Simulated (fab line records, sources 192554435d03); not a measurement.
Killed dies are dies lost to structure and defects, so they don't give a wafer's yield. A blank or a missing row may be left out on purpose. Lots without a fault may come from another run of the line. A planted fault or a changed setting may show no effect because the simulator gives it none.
Which tool did it? | flow n5_finfet | 9 lots, 27 wafers sampled, at 5 steps of a route of 1938

WHAT THE GAUGES READ, wafer by wafer
N5_BEOL_M4_RC_MEAS_101. Usual: DIBL_N 36.0 mV/V, standard deviation 1.9; DIBL_P 35.6 mV/V, standard deviation 2.2; IOFF_N 0.15 nA/um, standard deviation 0.031; IOFF_P 0.19 nA/um, standard deviation 0.032; ION_N 668 uA/um, standard deviation 11; ION_P 455 uA/um, standard deviation 7.2; SS_N 71.5 mV/dec, standard deviation 0.65; SS_P 73.4 mV/dec, standard deviation 0.64; VT_N 251 mV, standard deviation 3.6; VT_P -253 mV, standard deviation 3.3.
lot  | measured     | on        | DIBL_N (mV/V)  | DIBL_P (mV/V)  | IOFF_N (nA/um) | IOFF_P (nA/um) | ION_N (uA/um) | ION_P (uA/um) | SS_N (mV/dec)  | SS_P (mV/dec)  | VT_N (mV)   | VT_P (mV)      | flag
L981 | day 9 06:52  | prober-01 | 34.8 36.2 36.5 | 34.5 35.2 35.6 | 0.13 0.15 0.15 | 0.17 0.17 0.17 | 647 663 655   | 445 453 441   | 71.1 70.9 71.8 | 72.7 72.5 73.5 | 252 254 251 | -253 -253 -254 |
L983 | day 9 23:53  | prober-01 | 34.7 40.0 37.7 | 34.5 38.0 36.0 | 0.14 0.23 0.18 | 0.19 0.25 0.22 | 665 681 669   | 458 457 465   | 70.7 72.7 71.5 | 72.5 74.4 74.2 | 252 249 249 | -251 -250 -251 |
L982 | day 10 10:39 | prober-02 | 38.1 36.1 35.0 | 37.8 36.1 33.9 | 0.20 0.16 0.15 | 0.23 0.20 0.17 | 685 676 665   | 463 459 453   | 71.4 71.4 71.7 | 73.6 73.3 72.9 | 241 251 251 | -249 -253 -254 |
L990 | day 13 04:21 | prober-02 | 33.7 33.0 34.4 | 31.6 31.3 33.1 | 0.12 0.12 0.13 | 0.15 0.15 0.17 | 657 653 658   | 449 451 456   | 70.3 70.8 70.9 | 73.2 72.9 73.0 | 254 254 253 | -255 -258 -253 |
L999 | day 14 10:26 | prober-02 | 35.0 35.7 36.2 | 34.7 34.8 35.4 | 0.14 0.15 0.14 | 0.19 0.18 0.19 | 672 666 658   | 460 452 449   | 71.3 72.6 71.9 | 73.9 74.2 73.3 | 254 251 256 | -254 -253 -252 |
L996 | day 14 10:49 | prober-01 | 38.0 36.8 38.8 | 36.6 34.7 37.1 | 0.17 0.14 0.18 | 0.21 0.18 0.21 | 677 666 683   | 463 459 461   | 70.9 71.3 72.0 | 74.0 73.7 73.4 | 249 248 248 | -251 -253 -250 |
L998 | day 14 19:54 | prober-01 | 37.3 36.7 38.7 | 36.5 35.3 39.4 | 0.17 0.15 0.21 | 0.20 0.18 0.25 | 679 665 686   | 457 451 462   | 71.4 72.2 72.4 | 73.6 72.7 73.9 | 247 250 243 | -251 -253 -251 |
L101 | day 14 21:43 | prober-02 | 33.1 34.7 34.6 | 33.5 35.8 37.0 | 0.11 0.13 0.14 | 0.13 0.16 0.17 | 662 666 665   | 444 443 449   | 70.6 71.6 71.9 | 72.9 73.6 74.3 | 259 255 252 | -262 -262 -259 |
L102 | day 16 01:31 | prober-01 | 34.9 34.3 37.0 | 33.6 33.6 36.7 | 0.13 0.12 0.16 | 0.17 0.18 0.24 | 671 653 684   | 460 451 469   | 71.2 70.9 71.4 | 73.1 73.2 74.6 | 250 254 248 | -252 -253 -246 |

N5_BEOL_M8_CD_MEAS_18: pitch 80 nm, target cd 40 nm. Usual: cd_nm 39.7 nm, standard deviation 0.59.
lot  | measured     | on        | cd_nm (nm)     | flag
L981 | day 10 18:40 | cd_sem-01 | 39.2 39.5 38.7 |
L983 | day 11 09:46 | cd_sem-01 | 40.2 41.1 40.3 |
L982 | day 11 18:09 | cd_sem-02 | 40.4 39.8 40.3 |
L990 | day 14 11:06 | cd_sem-02 | 39.1 40.2 39.5 |
L999 | day 15 22:42 | cd_sem-01 | 40.6 40.5 40.4 |
L996 | day 15 22:40 | cd_sem-02 | 39.6 40.0 40.8 |
L998 | day 16 05:01 | cd_sem-03 | 38.5 39.9 38.7 |
L101 | day 16 08:40 | cd_sem-03 | 40.2 41.1 39.5 |
L102 | day 17 11:31 | cd_sem-02 | 39.1 40.6 40.3 |

N5_BEOL_M8_OCD_MEAS_38. Usual: trench_depth_nm 93.4 nm, standard deviation 1.8.
lot  | measured     | on     | trench_depth_nm (nm) | flag
L981 | day 10 20:25 | ocd-01 | 0 0 0.4              | OFF
L983 | day 11 12:04 | ocd-01 | 0 0.2 0              | OFF
L982 | day 11 20:22 | ocd-02 | 0 0 0                | OFF
L990 | day 14 14:27 | ocd-02 | 92.4 93.5 96.1       |
L999 | day 16 01:39 | ocd-01 | 95.4 95.6 95.6       |
L996 | day 15 23:51 | ocd-02 | 95.7 95.5 90.7       |
L998 | day 16 07:45 | ocd-02 | 92.8 91.1 90.4       |
L101 | day 16 10:44 | ocd-01 | 95.3 91.5 95.6       |
L102 | day 17 13:35 | ocd-02 | 93.3 90.9 93.3       |

WHICH TOOL RAN EACH LOT (tool, then ch and the chambers of the sampled wafers, then the start)
lot  | N5_BEOL_M8_TRENCH_ETCH_37          | N5_BEOL_M8_STRIP_80
L981 | rie_diel-06 ch 0,2, day 10 20:15   | rie_diel-06 ch 0,2, day 10 20:25 or earlier
L983 | rie_diel-01 ch 1,2, day 11 11:55   | rie_diel-01 ch 1,2, day 11 12:04 or earlier
L982 | rie_diel-06 ch 0,1,2, day 11 20:12 | rie_diel-06 ch 0,1,2, day 11 20:22 or earlier
L990 | rie_diel-01 ch 0,2,3, day 14 14:17 | rie_diel-01 ch 0,2,3, day 14 14:27 or earlier
L999 | rie_diel-04 ch 0,3, day 16 01:29   | rie_diel-04 ch 0,3, day 16 01:39 or earlier
L996 | rie_diel-01 ch 1,2, day 15 23:42   | rie_diel-01 ch 1,2, day 15 23:51 or earlier
L998 | rie_diel-01 ch 0,2, day 16 07:35   | rie_diel-01 ch 0,2, day 16 07:45 or earlier
L101 | rie_diel-01 ch 1,2,3, day 16 10:34 | rie_diel-01 ch 1,2,3, day 16 10:44 or earlier
L102 | rie_diel-01 ch 0,1,3, day 17 13:26 | rie_diel-01 ch 0,1,3, day 17 13:35 or earlier
- N5_BEOL_M8_TRENCH_ETCH_37: etches SiCOH lowk in C4F6/O2, target depth 93.478 nm, time 31.2 s.
- N5_BEOL_M8_STRIP_80: strips in N2/H2, time 10 s.

WHAT THE TOOLS THEMSELVES READ (means of the sampled wafers that have a number; where no wafer has one, the mark that the record gives instead)
N5_BEOL_M8_TRENCH_ETCH_37. Usual: C4F6_flow_sccm 10.002 sccm, standard deviation 0.03; O2_flow_sccm 10.001 sccm, standard deviation 0.029; bias_w 185.0 W, standard deviation 0.48; drypump_motor_current_A 5.6 A, standard deviation 0.35; oes_product_au 0.82 a.u., standard deviation 0.081; rf_vpp_V 664 V, standard deviation 16; showerhead_plenum_p_Torr 2.91 Torr, standard deviation 0.065; throttle_valve_pct 20.69 %, standard deviation 0.27.
lot  | tool        | C4F6_flow_sccm (sccm) | O2_flow_sccm (sccm) | bias_w (W) | drypump_motor_current_A (A) | oes_product_au (a.u.) | rf_vpp_V (V) | showerhead_plenum_p_Torr (Torr) | throttle_valve_pct (%) | flag
L981 | rie_diel-06 | -                     | -                   | -          | -                           | -                     | -            | -                               | -                      | OFF
L983 | rie_diel-01 | -                     | -                   | -          | -                           | -                     | -            | -                               | -                      | OFF
L982 | rie_diel-06 | -                     | -                   | -          | -                           | -                     | -            | -                               | -                      | OFF
L990 | rie_diel-01 | 9.999                 | 10.007              | 185.2      | 5.7                         | 0.81                  | 655          | 2.95                            | 20.64                  |
L999 | rie_diel-04 | 10.004                | 10.012              | 185.0      | 5.7                         | 0.83                  | 691          | 2.88                            | 20.54                  |
L996 | rie_diel-01 | 10.010                | 9.990               | 184.9      | 5.5                         | 0.90                  | 661          | 2.93                            | 20.71                  |
L998 | rie_diel-01 | 9.992                 | 9.978               | 185.2      | 5.9                         | 0.76                  | 656          | 2.96                            | 20.59                  |
L101 | rie_diel-01 | 9.998                 | 10.024              | 184.9      | 5.5                         | 0.84                  | 654          | 2.91                            | 20.71                  |
L102 | rie_diel-01 | 9.979                 | 10.005              | 184.6      | 5.5                         | 0.83                  | 658          | 2.93                            | 20.74                  |

N5_BEOL_M8_STRIP_80. Usual: drypump_motor_current_A 5.6 A, standard deviation 0.35; oes_product_au 0.82 a.u., standard deviation 0.08; rf_vpp_V 59.4 V, standard deviation 0.84; showerhead_plenum_p_Torr 2.59 Torr, standard deviation 0.065; throttle_valve_pct 23.31 %, standard deviation 0.25.
lot  | tool        | drypump_motor_current_A (A) | oes_product_au (a.u.) | rf_vpp_V (V) | showerhead_plenum_p_Torr (Torr) | throttle_valve_pct (%) | flag
L981 | rie_diel-06 | 5.5                         | 0.93                  | 59.3         | 2.59                            | 23.11                  |
L983 | rie_diel-01 | 5.7                         | 0.76                  | 58.7         | 2.65                            | 23.43                  |
L982 | rie_diel-06 | 5.4                         | 0.87                  | 59.9         | 2.57                            | 23.22                  |
L990 | rie_diel-01 | 5.7                         | 0.81                  | 59.4         | 2.63                            | 23.28                  |
L999 | rie_diel-04 | 5.7                         | 0.83                  | 59.7         | 2.55                            | 23.13                  |
L996 | rie_diel-01 | 5.5                         | 0.90                  | 59.9         | 2.61                            | 23.38                  |
L998 | rie_diel-01 | 5.9                         | 0.77                  | 60.1         | 2.66                            | 23.29                  |
L101 | rie_diel-01 | 5.5                         | 0.84                  | 58.7         | 2.60                            | 23.37                  |
L102 | rie_diel-01 | 5.5                         | 0.84                  | 59.9         | 2.60                            | 23.33                  |

THE ANSWER, worked out from the rows above alone
Rule: a lot is off if the mean of its wafers that have a number lies more than 3 standard deviations from the usual mean. A lot without any number at a reading at which 4 lots or more have one is off too. The other lots that the step has rows for count as sound. The gauges are gone through in route order, then the tools' own readings, and for those a lot's mean is taken as printed above. The first step at which some lot is off is used, and at that step the reading that is off furthest; a lot without a number counts as furthest.
Off: L981, L983, L982, at N5_BEOL_M8_OCD_MEAS_38 (trench_depth_nm).
A tool fits if, at a process step before that reading, it ran every lot that is off, and no sound lot after the first of them. The gauges at N5_BEOL_M8_OCD_MEAS_38 aren't tried: what is off there is off at N5_BEOL_M8_TRENCH_ETCH_37 too, on other tools, and a gauge's error can't cause that. N5_BEOL_M8_STRIP_80 gives no start for some lots, so the hours and the order of its lots are those of N5_BEOL_M8_OCD_MEAS_38. None of those tried fits.

WHAT THE SIMULATOR HAD PUT IN
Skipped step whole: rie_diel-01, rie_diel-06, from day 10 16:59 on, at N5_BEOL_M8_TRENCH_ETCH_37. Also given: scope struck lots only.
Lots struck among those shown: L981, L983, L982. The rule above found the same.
